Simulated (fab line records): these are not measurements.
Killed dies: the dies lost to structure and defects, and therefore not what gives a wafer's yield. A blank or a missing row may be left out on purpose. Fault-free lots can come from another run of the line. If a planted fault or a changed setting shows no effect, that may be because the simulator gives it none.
What tool caused it? -- flow nand_harc -- Sampling: 12 lots, 36 wafers, 6 of 1302 route steps

WHAT THE GAUGES SHOWED, per wafer
NHARC_P_GATE_CD_MEAS_91: the cd target is 2000 nm. Usual: cd_nm at 1999.7 nm, with a standard deviation of 1.3.
lot,measured,on,cd_nm (nm),flag
L214,day 5 20:46,cd_sem-01,2001.8 1997.7 1997.7,
L216,day 6 19:51,cd_sem-02,1999.5 1998.6 1998.9,
L218,day 7 07:41,cd_sem-02,2001.9 2001.4 2001.0,
L219,day 8 03:26,cd_sem-02,2001.6 2002.5 2002.4,
L222,day 9 04:08,cd_sem-02,2000.7 1999.0 1998.9,
L223,day 9 17:27,cd_sem-01,2000.4 1999.6 1999.7,
L226,day 10 15:56,cd_sem-03,2001.3 2000.3 1999.9,
L228,day 11 14:44,cd_sem-03,1999.4 1999.3 2000.6,
L232,day 13 08:18,cd_sem-03,2000.2 1999.8 1998.7,
L233,day 13 09:42,cd_sem-03,1998.8 1998.7 1999.3,
L235,day 14 04:35,cd_sem-02,1997.2 1997.5 1999.4,
L236,day 14 21:29,cd_sem-02,2000.2 1999.9 1999.0,

NHARC_P_CONTACT_CD_MEAS_12: the cd target is 90 nm. Usual: cd_nm at 90.0 nm, with a standard deviation of 0.46.
lot,measured,on,cd_nm (nm),flag
L214,day 6 01:27,cd_sem-02,90.1 90.4 90.2,
L216,day 7 00:32,cd_sem-01,89.9 89.8 90.4,
L218,day 7 12:13,cd_sem-01,90.1 89.8 90.3,
L219,day 8 08:07,cd_sem-02,90.4 89.3 90.7,
L222,day 9 08:45,cd_sem-01,89.9 89.8 89.9,
L223,day 9 22:07,cd_sem-02,89.6 90.0 90.5,
L226,day 10 20:39,cd_sem-02,82.2 82.6 82.4 81.8 83.1 82.3,OFF
L228,day 11 19:50,cd_sem-03,90.7 90.8 89.6,
L232,day 13 12:59,cd_sem-02,90.3 88.9 89.7,
L233,day 13 14:21,cd_sem-02,89.7 89.5 89.3,
L235,day 14 09:08,cd_sem-01,90.2 90.6 90.8,
L236,day 15 02:02,cd_sem-03,90.1 90.2 90.3,

NHARC_END_SORT_01. Usual: killed_at_array 57, standard deviation 24; killed_at_other 0.7, standard deviation 0.94; killed_at_periphery 3.8, standard deviation 2.5; killed_dies 62, standard deviation 23; killed_open 3.1, standard deviation 1.8; killed_short 2.5, standard deviation 1.6.
lot,measured,on,killed_at_array,killed_at_other,killed_at_periphery,killed_dies,killed_open,killed_short,flag
L226,day 29 10:28,prober-02,39 44 50,1 1 1,2 4 2,42 49 53,3 4 1,1 1 4,

WHICH TOOL RAN EACH LOT (tool, then ch and the chambers of the sampled wafers, then the start)
lot,NHARC_P_GATE_STRIP_95,NHARC_P_CONTACT_DEP_00,NHARC_P_CONTACT_EXPOSE_09
L214,"plasma_asher-02 ch 1, day 5 22:02","pecvd-03 ch 0,1,2, day 6 01:19 or earlier","arfi_scanner-01 ch 0, day 6 01:19"
L216,"plasma_asher-02 ch 0,1, day 6 21:07","pecvd-03 ch 1,2, day 7 00:24 or earlier","arfi_scanner-02 ch 0, day 7 00:24"
L218,"plasma_asher-02 ch 0,1, day 7 08:56","pecvd-03 ch 0,2, day 7 12:05 or earlier","arfi_scanner-02 ch 0, day 7 12:05"
L219,"plasma_asher-02 ch 0,1, day 8 04:41","pecvd-03 ch 0,1,2, day 8 07:59 or earlier","arfi_scanner-03 ch 0, day 8 07:59"
L222,"plasma_asher-02 ch 0,1, day 9 05:23","pecvd-02 ch 0,1,2, day 9 08:37 or earlier","arfi_scanner-03 ch 0, day 9 08:37"
L223,"plasma_asher-02 ch 0,1, day 9 18:40","pecvd-04 ch 0,1,2, day 9 21:59 or earlier","arfi_scanner-01 ch 0, day 9 21:59"
L226,"plasma_asher-02 ch 0,1, day 10 17:13","pecvd-03 ch 0,2, day 10 20:31 or earlier","arfi_scanner-01 ch 0, day 10 20:31"
L228,"plasma_asher-01 ch 0,1, day 11 16:23","pecvd-02 ch 1,2, day 11 19:42 or earlier","arfi_scanner-01 ch 0, day 11 19:42"
L232,"plasma_asher-02 ch 0,1, day 13 09:33","pecvd-02 ch 0,1,2, day 13 12:50 or earlier","arfi_scanner-02 ch 0, day 13 12:50"
L233,"plasma_asher-01 ch 0,1, day 13 10:56","pecvd-04 ch 1,2, day 13 14:13 or earlier","arfi_scanner-03 ch 0, day 13 14:13"
L235,"plasma_asher-02 ch 0, day 14 05:51","pecvd-03 ch 0,1,2, day 14 08:59 or earlier","arfi_scanner-01 ch 0, day 14 08:59"
L236,"plasma_asher-01 ch 0,1, day 14 22:44","pecvd-02 ch 0,2, day 15 01:53 or earlier","arfi_scanner-01 ch 0, day 15 01:53"
- NHARC_P_GATE_STRIP_95: strips in O2.
- NHARC_P_CONTACT_DEP_00: deposits SiO2, target thk 500 nm.
- NHARC_P_CONTACT_EXPOSE_09: exposes mask P CA, target cd 90 nm.

WHAT THE TOOLS THEMSELVES READ (means of the sampled wafers that have a number; where no wafer has one, the mark that the record gives instead)
NHARC_P_GATE_STRIP_95. Usual: drypump_motor_current_A 5.78 A, standard deviation 0.17; heater_power_w 352 W, standard deviation 22.
lot,tool,drypump_motor_current_A (A),heater_power_w (W),flag
L214,plasma_asher-02,5.60,367,
L216,plasma_asher-02,5.68,337,
L218,plasma_asher-02,5.64,351,
L219,plasma_asher-02,5.65,349,
L222,plasma_asher-02,5.66,357,
L223,plasma_asher-02,5.62,352,
L226,plasma_asher-02,5.68,338,
L228,plasma_asher-01,5.84,349,
L232,plasma_asher-02,5.67,345,
L233,plasma_asher-01,5.96,363,
L235,plasma_asher-02,5.72,321,
L236,plasma_asher-01,5.94,360,

NHARC_P_CONTACT_DEP_00. Usual: heater_power_w 546 W, standard deviation 63; rf_fwd_power_W 898.0 W, standard deviation 2.5; throttle_valve_pct 15.8 %, standard deviation 0.7.
lot,tool,heater_power_w (W),rf_fwd_power_W (W),throttle_valve_pct (%),flag
L214,pecvd-03,461,898.8,15.6,
L216,pecvd-03,516,899.1,15.9,
L218,pecvd-03,475,901.2,15.9,
L219,pecvd-03,506,898.6,15.6,
L222,pecvd-02,542,897.8,16.3,
L223,pecvd-04,605,897.0,16.0,
L226,pecvd-03,560,898.2,15.8,
L228,pecvd-02,624,899.5,16.2,
L232,pecvd-02,588,897.8,15.8,
L233,pecvd-04,587,899.2,15.8,
L235,pecvd-03,468,899.9,15.8,
L236,pecvd-02,499,898.4,16.0,

NHARC_P_CONTACT_EXPOSE_09. Usual: exposure_dose_mJ_cm2 at 81.22, with a standard deviation of 0.1.
lot,tool,exposure_dose_mJ_cm2,flag
L214,arfi_scanner-01,81.14,
L216,arfi_scanner-02,81.16,
L218,arfi_scanner-02,81.13,
L219,arfi_scanner-03,81.28,
L222,arfi_scanner-03,81.20,
L223,arfi_scanner-01,81.20,
L226,arfi_scanner-01,81.18,
L228,arfi_scanner-01,81.06,
L232,arfi_scanner-02,81.19,
L233,arfi_scanner-03,81.23,
L235,arfi_scanner-01,81.18,
L236,arfi_scanner-01,81.16,

THE ANSWER, worked out from the rows above alone
Rule: take the mean of a lot's wafers that have a number; if it is more than 3 standard deviations from the usual mean, the lot is off. A lot without any number at a reading at which 4 lots or more have one is off too. Any other lot the step has rows for is counted as sound. Order of review: gauges by route order, followed by the tools' own readings, for which a lot's mean as printed above is used. At the first step where some lot is off, the reading lying furthest off is the one used; lots without a number count as furthest.
Off: L226, at NHARC_P_CONTACT_CD_MEAS_12 (cd_nm).
A tool fits if, at a process step before that reading, it ran every lot that is off, and no sound lot after the first of them. Those tools and the gauges at NHARC_P_CONTACT_CD_MEAS_12 are tried in the same way. Because NHARC_P_CONTACT_DEP_00 lacks a start for some lots, the hours and order of its lots are taken from NHARC_P_CONTACT_EXPOSE_09. Of those tried, none fits.

WHAT THE SIMULATOR PUT IN
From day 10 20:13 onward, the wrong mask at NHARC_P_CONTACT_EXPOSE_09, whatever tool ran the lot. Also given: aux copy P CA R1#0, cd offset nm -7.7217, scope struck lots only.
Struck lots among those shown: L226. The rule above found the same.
